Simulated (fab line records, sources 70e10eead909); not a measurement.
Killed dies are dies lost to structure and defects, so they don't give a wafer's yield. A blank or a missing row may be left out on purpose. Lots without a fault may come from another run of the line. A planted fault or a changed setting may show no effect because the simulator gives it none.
Problem report in the 8D (eight disciplines) form, filled by code | flow nand_harc | the parts of the form that need people (team, actions taken, sign-off) are left out

1. THE PROBLEM
killed_at_array at NHARC_END_SORT_01 reads a mean of 220 on 1 wafer of 1 lot; wafers without a fault read 26 with a standard deviation of 10. That is +19 standard deviations from the usual mean.
First seen on wafer L322.3, day 24 07:31, on prober-01. The record holds 9 wafers of 3 lots with a number at this step. Rule for "out", or "out of limits": more than 4 standard deviations from the usual mean. The other wafers with a number count as sound.

2. WHAT IT IS AND WHAT IT IS NOT
question                    | is                           | is not
which readings at this step | killed_at_array, killed_dies | killed_at_other, killed_at_periphery, killed_open, killed_short
which lots                  | L322                         | L308, L317
which wafers of those lots  | L322.3                       | L322.1, L322.4
read on which gauges        | prober-01                    | prober-02
when                        | from day 24 07:31            | up to then (7 sound wafers); but 1 sound wafer of L322 came after

3. SUSPECTS, AND WHAT RULES EACH OUT
Counting: a tool at a process step up to the reading stays a suspect if it ran every lot that is out. Sound lots after the first of them don't rule it out here, since some wafers of a struck lot are sound.
- the gauge at NHARC_END_SORT_01: ruled out. All the wafers that are out were read on prober-01, but those of them that NHARC_A_STAIRCASE_ETCH_234 has rows for are out there too, on other tools.
- rie_diel-07 at NHARC_A_STAIRCASE_TRIM_202 (chemistry O2, time 211.2 s): kept. It ran the lot that is out, L322 (day 15 09:34). NHARC_A_STAIRCASE_TRIM_202 gives no start for some lots, so the hours and the order of its lots are those of NHARC_A_STAIRCASE_TRIM_220.
- rie_diel-03 at NHARC_A_STAIRCASE_TRIM_220 (chemistry O2, time 211.2 s): kept. It ran the lot that is out, L322 (day 15 09:34); its last sound lot up to then is L308 (day 11 16:25).
- rie_diel-03 at NHARC_A_STAIRCASE_TRIM_224 (chemistry O2, time 211.2 s): kept. It ran the lot that is out, L322 (day 15 11:26); its last sound lot up to then is L308 (day 11 18:05). NHARC_A_STAIRCASE_TRIM_224 gives no start for some lots, so the hours and the order of its lots are those of NHARC_A_STAIRCASE_ETCH_234.
- rie_diel-07 at NHARC_A_STAIRCASE_ETCH_234 (etches the open film in C4F8/O2, target depth 100 nm, time 40.5 s): kept. It ran the lot that is out, L322 (day 15 11:26); its last sound lot up to then is L317 (day 14 10:04). Its own readings are out on those wafers: oes_product_au.
- Within rie_diel-07 at NHARC_A_STAIRCASE_TRIM_202: the wafers that are out ran in chamber 2; their sound lot-mates ran in chambers 0, 1.
- Within rie_diel-03 at NHARC_A_STAIRCASE_TRIM_220: the wafers that are out ran in chamber 0; their sound lot-mates ran in chambers 1, 2.
- Within rie_diel-03 at NHARC_A_STAIRCASE_TRIM_224: the wafers that are out ran in chamber 2; their sound lot-mates ran in chambers 1, 3.
- Within rie_diel-07 at NHARC_A_STAIRCASE_ETCH_234: the wafers that are out ran in chamber 0; their sound lot-mates ran in chambers 1, 3.
Left after counting: rie_diel-07 at NHARC_A_STAIRCASE_TRIM_202, rie_diel-03 at NHARC_A_STAIRCASE_TRIM_220, rie_diel-03 at NHARC_A_STAIRCASE_TRIM_224, rie_diel-07 at NHARC_A_STAIRCASE_ETCH_234.

4. THE CAUSE (what the simulator had put in)
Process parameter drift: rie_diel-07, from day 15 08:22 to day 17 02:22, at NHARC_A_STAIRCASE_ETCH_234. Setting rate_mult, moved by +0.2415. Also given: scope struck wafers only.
Counting left 4 suspects, and this tool is among them.

5. THE CHAIN OF EFFECTS, in route order
Each row: a reading whose mean over the struck wafers that have a number lies more than 3 standard deviations from the usual. Only readings for which the record gives a usual standard deviation are gone through. hours: the time from each lot's start at the first step in this table that gives one to its start at this step, as a median over the lots. sigmas: the change in usual standard deviations.
hours | step                       | reading         | usual      | on struck wafers | change | sigmas
0     | NHARC_A_STAIRCASE_ETCH_234 | oes_product_au  | 0.946 a.u. | 1.094            | +0.148 | +11
212   | NHARC_END_SORT_01          | killed_at_array | 26         | 220              | +194   | +19
212   | NHARC_END_SORT_01          | killed_dies     | 29         | 224              | +195   | +18
The process steps in it:
- NHARC_A_STAIRCASE_ETCH_234: etches the open film in C4F8/O2, target depth 100 nm, time 40.5 s.

6. WHAT WOULD HAVE CAUGHT IT SOONER
In this record the first reading out of limits at a measuring or inspecting step was taken at day 24 07:31, 215 hours after the fault began at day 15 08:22.
The tool's own readings at NHARC_A_STAIRCASE_ETCH_234 were out on every struck wafer that the step has a row for (oes_product_au): an alarm limit on them would have fired on the first of those.
All the lots that are out (1) had begun NHARC_A_STAIRCASE_ETCH_234 on rie_diel-07 by day 24 07:31. A hold on the tool at that time would have spared none of them.
